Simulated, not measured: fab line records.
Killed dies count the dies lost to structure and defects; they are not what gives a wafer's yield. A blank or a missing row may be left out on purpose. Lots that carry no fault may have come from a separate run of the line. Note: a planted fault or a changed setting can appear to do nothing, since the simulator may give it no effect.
Which of the tools did it? + flow n5_finfet + 72 wafers from 24 lots sampled at 6 of the route's 1938 steps

## WHAT THE GAUGES SHOWED, per wafer
N5_BEOL_M2_THK_MEAS_01. Usual: for M2_ILD_THK the level is 78.7 nm and the standard deviation is 1.3.
| lot  | measured     | on            | M2_ILD_THK (nm) | flag |
|------|--------------|---------------|-----------------|------|
| L074 | day 6 10:10  | film_metro-01 | 78.4 78.6 79.2  |      |
| L075 | day 6 19:16  | film_metro-02 | 78.1 81.2 81.9  |      |
| L076 | day 6 22:50  | film_metro-02 | 78.3 76.8 79.5  |      |
| L077 | day 7 15:07  | film_metro-01 | 79.9 79.0 80.7  |      |
| L078 | day 7 17:04  | film_metro-02 | 77.0 77.8 78.1  |      |
| L079 | day 7 18:41  | film_metro-01 | 78.0 79.4 81.8  |      |
| L080 | day 8 00:45  | film_metro-02 | 75.4 77.5 79.3  |      |
| L081 | day 8 04:51  | film_metro-02 | 77.6 80.3 78.7  |      |
| L082 | day 8 09:25  | film_metro-01 | 79.3 76.1 78.5  |      |
| L083 | day 8 23:10  | film_metro-01 | 80.8 80.1 78.6  |      |
| L084 | day 9 07:57  | film_metro-02 | 77.9 76.0 77.0  |      |
| L085 | day 9 02:03  | film_metro-02 | 80.4 79.7 80.5  |      |
| L086 | day 9 10:10  | film_metro-02 | 78.7 79.9 78.6  |      |
| L087 | day 9 15:53  | film_metro-02 | 77.2 78.3 79.0  |      |
| L088 | day 10 11:18 | film_metro-01 | 76.9 78.6 77.0  |      |
| L090 | day 10 09:02 | film_metro-01 | 77.3 79.8 78.6  |      |
| L089 | day 10 13:43 | film_metro-01 | 79.3 79.0 79.1  |      |
| L092 | day 10 21:58 | film_metro-02 | 76.0 77.8 79.4  |      |
| L091 | day 11 04:52 | film_metro-01 | 77.5 81.2 80.8  |      |
| L093 | day 11 13:16 | film_metro-01 | 78.3 78.8 78.8  |      |
| L094 | day 11 13:23 | film_metro-02 | 77.3 78.7 79.6  |      |
| L095 | day 11 20:05 | film_metro-01 | 78.7 79.4 79.6  |      |
| L096 | day 12 01:37 | film_metro-01 | 77.9 78.3 79.3  |      |
| L097 | day 12 09:15 | film_metro-01 | 79.0 77.6 78.2  |      |

## WHAT TOOL EACH LOT RAN ON (gives the tool, then ch and the chambers of the sampled wafers, and finally the start)
| lot  | N5_BEOL_M0_SPUTTER_141       | N5_BEOL_M1_SURFACE_TREAT_85  | N5_BEOL_M1_ANNEAL_49         | N5_BEOL_M1_SPUTTER_92        | N5_BEOL_M2_ILD_DEP_00           |
|------|------------------------------|------------------------------|------------------------------|------------------------------|---------------------------------|
| L074 | pvd_sputter-02, day 6 00:20  | pvd_sputter-02, day 6 06:54  | pvd_sputter-02, day 6 07:18  | pvd_sputter-02, day 6 08:32  | pecvd-02 ch 0,1,2, day 6 10:05  |
| L075 | pvd_sputter-02, day 6 06:43  | pvd_sputter-01, day 6 15:44  | pvd_sputter-01, day 6 16:24  | pvd_sputter-01, day 6 17:38  | pecvd-01 ch 0,1,2, day 6 19:11  |
| L076 | pvd_sputter-03, day 6 09:49  | pvd_sputter-01, day 6 19:29  | pvd_sputter-02, day 6 19:58  | pvd_sputter-02, day 6 21:13  | pecvd-02 ch 0,1,2, day 6 22:46  |
| L077 | pvd_sputter-01, day 6 16:14  | pvd_sputter-02, day 7 11:47  | pvd_sputter-03, day 7 12:08  | pvd_sputter-03, day 7 13:30  | pecvd-03 ch 1,2, day 7 15:03    |
| L078 | pvd_sputter-02, day 6 19:49  | pvd_sputter-01, day 7 12:33  | pvd_sputter-02, day 7 13:46  | pvd_sputter-02, day 7 15:00  | pecvd-03 ch 0,1, day 7 17:00    |
| L079 | pvd_sputter-02, day 7 05:37  | pvd_sputter-01, day 7 15:22  | pvd_sputter-01, day 7 15:50  | pvd_sputter-01, day 7 17:04  | pecvd-01 ch 0,1, day 7 18:37    |
| L080 | pvd_sputter-01, day 7 09:13  | pvd_sputter-03, day 7 21:33  | pvd_sputter-01, day 7 21:53  | pvd_sputter-01, day 7 23:08  | pecvd-03 ch 0,1,2, day 8 00:41  |
| L081 | pvd_sputter-01, day 7 18:13  | pvd_sputter-01, day 8 01:34  | pvd_sputter-01, day 8 01:59  | pvd_sputter-01, day 8 03:14  | pecvd-02 ch 0,1, day 8 04:47    |
| L082 | pvd_sputter-03, day 7 21:57  | pvd_sputter-02, day 8 06:13  | pvd_sputter-01, day 8 06:33  | pvd_sputter-01, day 8 07:47  | pecvd-03 ch 0,1,2, day 8 09:20  |
| L083 | pvd_sputter-02, day 8 08:50  | pvd_sputter-01, day 8 19:27  | pvd_sputter-03, day 8 20:13  | pvd_sputter-03, day 8 21:27  | pecvd-01 ch 0,1,2, day 8 23:06  |
| L084 | pvd_sputter-03, day 8 14:07  | pvd_sputter-02, day 9 04:47  | pvd_sputter-03, day 9 05:05  | pvd_sputter-03, day 9 06:20  | pecvd-03 ch 0,2, day 9 07:53    |
| L085 | pvd_sputter-02, day 8 16:19  | pvd_sputter-02, day 8 22:50  | pvd_sputter-03, day 8 23:11  | pvd_sputter-03, day 9 00:26  | pecvd-01 ch 0,1,2, day 9 02:00  |
| L086 | pvd_sputter-02, day 8 22:13  | pvd_sputter-02, day 9 05:18  | pvd_sputter-02, day 9 07:16  | pvd_sputter-02, day 9 08:30  | pecvd-03 ch 0,1, day 9 10:06    |
| L087 | pvd_sputter-01, day 9 04:14  | pvd_sputter-03, day 9 12:34  | pvd_sputter-03, day 9 12:52  | pvd_sputter-03, day 9 14:06  | pecvd-02 ch 0,2, day 9 15:49    |
| L088 | pvd_sputter-03, day 9 17:31  | pvd_sputter-02, day 10 05:36 | pvd_sputter-02, day 10 07:55 | pvd_sputter-02, day 10 09:10 | pecvd-03 ch 0,1, day 10 11:13   |
| L090 | pvd_sputter-02, day 9 21:52  | pvd_sputter-02, day 10 05:19 | pvd_sputter-02, day 10 05:53 | pvd_sputter-02, day 10 07:07 | pecvd-02 ch 0,1, day 10 08:58   |
| L089 | pvd_sputter-03, day 9 23:01  | pvd_sputter-01, day 10 10:29 | pvd_sputter-03, day 10 10:50 | pvd_sputter-03, day 10 12:04 | pecvd-02 ch 0,2, day 10 13:39   |
| L092 | pvd_sputter-01, day 10 13:10 | pvd_sputter-01, day 10 18:07 | pvd_sputter-01, day 10 18:25 | pvd_sputter-01, day 10 19:40 | pecvd-03 ch 0,2, day 10 21:53   |
| L091 | pvd_sputter-03, day 10 15:48 | pvd_sputter-01, day 11 01:18 | pvd_sputter-01, day 11 01:42 | pvd_sputter-01, day 11 02:56 | pecvd-01 ch 0,1,2, day 11 04:47 |
| L093 | pvd_sputter-02, day 10 17:27 | pvd_sputter-01, day 11 09:45 | pvd_sputter-01, day 11 10:19 | pvd_sputter-01, day 11 11:33 | pecvd-03 ch 1,2, day 11 13:12   |
| L094 | pvd_sputter-02, day 10 20:50 | pvd_sputter-01, day 11 09:47 | pvd_sputter-02, day 11 10:19 | pvd_sputter-02, day 11 11:34 | pecvd-03 ch 1,2, day 11 13:19   |
| L095 | pvd_sputter-02, day 11 06:47 | pvd_sputter-02, day 11 16:19 | pvd_sputter-01, day 11 16:56 | pvd_sputter-01, day 11 18:10 | pecvd-01 ch 1,2, day 11 20:00   |
| L096 | pvd_sputter-02, day 11 14:00 | pvd_sputter-02, day 11 22:19 | pvd_sputter-01, day 11 22:37 | pvd_sputter-01, day 11 23:52 | pecvd-02 ch 0,1, day 12 01:33   |
| L097 | pvd_sputter-03, day 11 17:55 | pvd_sputter-02, day 12 05:56 | pvd_sputter-03, day 12 06:20 | pvd_sputter-03, day 12 07:35 | pecvd-02 ch 1,2, day 12 09:11   |
- N5_BEOL_M0_SPUTTER_141: material Cu, target thk 4 nm, time 7.37 s.
- N5_BEOL_M1_SURFACE_TREAT_85
- N5_BEOL_M1_ANNEAL_49: time 240 s.
- N5_BEOL_M1_SPUTTER_92: material Cu, target thk 4.5 nm, time 8.29 s.
- N5_BEOL_M2_ILD_DEP_00: deposits SiOC from DEMS/O2, target thk 79 nm, time 15.3 s.

## AS READ BY THE TOOLS THEMSELVES (means over the sampled wafers that have a number; for cases with no such wafer, the mark the record gives instead)
N5_BEOL_M0_SPUTTER_141. Usual: chamber_pressure_pa 0.07 Pa, standard deviation 0.00015; chuck_gas_flow_sccm 1.27 sccm, standard deviation 0.054; substrate_temp_c -20.00 C, standard deviation 0.11; throttle_valve_pct 29.9 %, standard deviation 0.89.
| lot  | tool           | chamber_pressure_pa (Pa) | chuck_gas_flow_sccm (sccm) | substrate_temp_c (C) | throttle_valve_pct (%) | flag |
|------|----------------|--------------------------|----------------------------|----------------------|------------------------|------|
| L074 | pvd_sputter-02 | 0.07                     | 1.32                       | -20.06               | 30.0                   |      |
| L075 | pvd_sputter-02 | 0.07                     | 1.27                       | -20.03               | 29.2                   |      |
| L076 | pvd_sputter-03 | 0.07                     | 1.22                       | -19.98               | 30.0                   |      |
| L077 | pvd_sputter-01 | 0.07                     | 1.31                       | -19.92               | 30.3                   |      |
| L078 | pvd_sputter-02 | 0.07                     | 1.26                       | -19.96               | 29.4                   |      |
| L079 | pvd_sputter-02 | 0.07                     | 1.25                       | -20.01               | 28.8                   |      |
| L080 | pvd_sputter-01 | 0.07                     | 1.29                       | -19.98               | 29.9                   |      |
| L081 | pvd_sputter-01 | 0.07                     | 1.26                       | -20.13               | 30.0                   |      |
| L082 | pvd_sputter-03 | 0.07                     | 1.21                       | -19.95               | 30.1                   |      |
| L083 | pvd_sputter-02 | 0.07                     | 1.26                       | -20.03               | 29.9                   |      |
| L084 | pvd_sputter-03 | 0.07                     | 1.31                       | -20.10               | 30.0                   |      |
| L085 | pvd_sputter-02 | 0.07                     | 1.22                       | -20.03               | 29.4                   |      |
| L086 | pvd_sputter-02 | 0.07                     | 1.22                       | -20.00               | 30.5                   |      |
| L087 | pvd_sputter-01 | 0.07                     | 1.23                       | -19.97               | 29.9                   |      |
| L088 | pvd_sputter-03 | 0.07                     | 1.28                       | -19.96               | 30.3                   |      |
| L090 | pvd_sputter-02 | 0.07                     | 1.26                       | -19.98               | 29.9                   |      |
| L089 | pvd_sputter-03 | 0.07                     | 1.24                       | -19.98               | 30.1                   |      |
| L092 | pvd_sputter-01 | 0.07                     | 1.27                       | -20.09               | 29.3                   |      |
| L091 | pvd_sputter-03 | 0.07                     | 1.24                       | -19.99               | 30.1                   |      |
| L093 | pvd_sputter-02 | 0.07                     | 1.30                       | -19.87               | 29.6                   |      |
| L094 | pvd_sputter-02 | 0.07                     | 1.29                       | -20.09               | 30.6                   |      |
| L095 | pvd_sputter-02 | 0.07                     | 1.30                       | -20.02               | 29.2                   |      |
| L096 | pvd_sputter-02 | 0.07                     | 1.27                       | -20.04               | 28.9                   |      |
| L097 | pvd_sputter-03 | 0.07                     | 1.25                       | -20.05               | 30.1                   |      |

N5_BEOL_M1_ANNEAL_49. Usual: heater_power_w at 822 W, with a standard deviation of 90.
| lot  | tool           | heater_power_w (W) | flag |
|------|----------------|--------------------|------|
| L074 | pvd_sputter-02 | 791                |      |
| L075 | pvd_sputter-01 | 746                |      |
| L076 | pvd_sputter-02 | 817                |      |
| L077 | pvd_sputter-03 | 851                |      |
| L078 | pvd_sputter-02 | 788                |      |
| L079 | pvd_sputter-01 | 751                |      |
| L080 | pvd_sputter-01 | 937                |      |
| L081 | pvd_sputter-01 | 843                |      |
| L082 | pvd_sputter-01 | 857                |      |
| L083 | pvd_sputter-03 | 830                |      |
| L084 | pvd_sputter-03 | 834                |      |
| L085 | pvd_sputter-03 | 810                |      |
| L086 | pvd_sputter-02 | 770                |      |
| L087 | pvd_sputter-03 | 840                |      |
| L088 | pvd_sputter-02 | 755                |      |
| L090 | pvd_sputter-02 | 774                |      |
| L089 | pvd_sputter-03 | 863                |      |
| L092 | pvd_sputter-01 | 780                |      |
| L091 | pvd_sputter-01 | 774                |      |
| L093 | pvd_sputter-01 | 772                |      |
| L094 | pvd_sputter-02 | 737                |      |
| L095 | pvd_sputter-01 | 846                |      |
| L096 | pvd_sputter-01 | 924                |      |
| L097 | pvd_sputter-03 | 850                |      |

N5_BEOL_M1_SPUTTER_92. Usual: chamber_pressure_pa 0.06998 Pa, standard deviation 0.00012; chuck_gas_flow_sccm 1.26 sccm, standard deviation 0.055; substrate_temp_c -19.98 C, standard deviation 0.099; throttle_valve_pct 30.0 %, standard deviation 0.82.
| lot  | tool           | chamber_pressure_pa (Pa) | chuck_gas_flow_sccm (sccm) | substrate_temp_c (C) | throttle_valve_pct (%) | flag |
|------|----------------|--------------------------|----------------------------|----------------------|------------------------|------|
| L074 | pvd_sputter-02 | 0.07018                  | 1.31                       | -20.00               | 29.7                   |      |
| L075 | pvd_sputter-01 | 0.07001                  | 1.24                       | -20.09               | 30.9                   |      |
| L076 | pvd_sputter-02 | 0.07012                  | 1.21                       | -19.87               | 30.2                   |      |
| L077 | pvd_sputter-03 | 0.07002                  | 1.18                       | -20.01               | 30.2                   |      |
| L078 | pvd_sputter-02 | 0.06995                  | 1.26                       | -19.94               | 29.9                   |      |
| L079 | pvd_sputter-01 | 0.06992                  | 1.23                       | -19.93               | 30.7                   |      |
| L080 | pvd_sputter-01 | 0.07012                  | 1.28                       | -20.00               | 30.0                   |      |
| L081 | pvd_sputter-01 | 0.07006                  | 1.26                       | -19.97               | 30.2                   |      |
| L082 | pvd_sputter-01 | 0.06996                  | 1.24                       | -19.93               | 30.2                   |      |
| L083 | pvd_sputter-03 | 0.06999                  | 1.24                       | -19.90               | 30.3                   |      |
| L084 | pvd_sputter-03 | 0.06990                  | 1.27                       | -19.99               | 30.2                   |      |
| L085 | pvd_sputter-03 | 0.06989                  | 1.29                       | -19.92               | 30.1                   |      |
| L086 | pvd_sputter-02 | 0.06994                  | 1.24                       | -19.96               | 28.9                   |      |
| L087 | pvd_sputter-03 | 0.07005                  | 1.26                       | -19.91               | 30.1                   |      |
| L088 | pvd_sputter-02 | 0.06992                  | 1.27                       | -19.97               | 29.7                   |      |
| L090 | pvd_sputter-02 | 0.06995                  | 1.24                       | -19.99               | 30.4                   |      |
| L089 | pvd_sputter-03 | 0.07002                  | 1.20                       | -20.05               | 30.3                   |      |
| L092 | pvd_sputter-01 | 0.06999                  | 1.28                       | -20.01               | 30.1                   |      |
| L091 | pvd_sputter-01 | 0.06994                  | 1.22                       | -20.03               | 29.8                   |      |
| L093 | pvd_sputter-01 | 0.06993                  | 1.28                       | -20.07               | 30.0                   |      |
| L094 | pvd_sputter-02 | 0.06997                  | 1.30                       | -19.89               | 29.4                   |      |
| L095 | pvd_sputter-01 | 0.07004                  | 1.28                       | -19.89               | 30.2                   |      |
| L096 | pvd_sputter-01 | 0.06990                  | 1.25                       | -19.94               | 30.1                   |      |
| L097 | pvd_sputter-03 | 0.07000                  | 1.28                       | -20.00               | 30.2                   |      |

N5_BEOL_M2_ILD_DEP_00. Usual: heater_power_w 449 W, standard deviation 77; showerhead_plenum_p_Torr 5.694 Torr, standard deviation 0.017; throttle_valve_pct 11.6 %, standard deviation 0.58.
| lot  | tool     | heater_power_w (W) | showerhead_plenum_p_Torr (Torr) | throttle_valve_pct (%) | flag |
|------|----------|--------------------|---------------------------------|------------------------|------|
| L074 | pecvd-02 | 449                | 5.688                           | 11.7                   |      |
| L075 | pecvd-01 | 376                | 5.698                           | 11.1                   |      |
| L076 | pecvd-02 | 456                | 5.700                           | 11.7                   |      |
| L077 | pecvd-03 | 419                | 5.697                           | 12.0                   |      |
| L078 | pecvd-03 | 510                | 5.703                           | 11.8                   |      |
| L079 | pecvd-01 | 450                | 5.688                           | 11.4                   |      |
| L080 | pecvd-03 | 498                | 5.704                           | 11.9                   |      |
| L081 | pecvd-02 | 475                | 5.695                           | 11.7                   |      |
| L082 | pecvd-03 | 485                | 5.694                           | 11.8                   |      |
| L083 | pecvd-01 | 402                | 5.699                           | 11.2                   |      |
| L084 | pecvd-03 | 481                | 5.681                           | 11.5                   |      |
| L085 | pecvd-01 | 399                | 5.703                           | 11.1                   |      |
| L086 | pecvd-03 | 553                | 5.709                           | 12.1                   |      |
| L087 | pecvd-02 | 416                | 5.675                           | 11.7                   |      |
| L088 | pecvd-03 | 545                | 5.706                           | 12.3                   |      |
| L090 | pecvd-02 | 487                | 5.688                           | 12.1                   |      |
| L089 | pecvd-02 | 408                | 5.684                           | 11.3                   |      |
| L092 | pecvd-03 | 448                | 5.684                           | 11.3                   |      |
| L091 | pecvd-01 | 388                | 5.700                           | 11.3                   |      |
| L093 | pecvd-03 | 400                | 5.688                           | 11.4                   |      |
| L094 | pecvd-03 | 440                | 5.706                           | 11.8                   |      |
| L095 | pecvd-01 | 364                | 5.701                           | 10.8                   |      |
| L096 | pecvd-02 | 506                | 5.695                           | 11.5                   |      |
| L097 | pecvd-02 | 409                | 5.688                           | 11.9                   |      |

## THE ANSWER, worked out from the rows above alone
Rule: lot off if the mean of its wafers having a number is beyond 3 standard deviations from the usual mean. Also off: a lot with no number at a reading for which 4 or more lots have one. Any other lot the step has rows for is counted as sound. First the gauges in route order, then the tools' own readings, where a lot's mean is used as printed above. At the first step where some lot is off, the reading lying furthest off is the one used; lots without a number count as furthest.
Across all readings shown, no lot is off: no conclusion can be drawn from this.

## WHAT WAS PUT IN BY THE SIMULATOR
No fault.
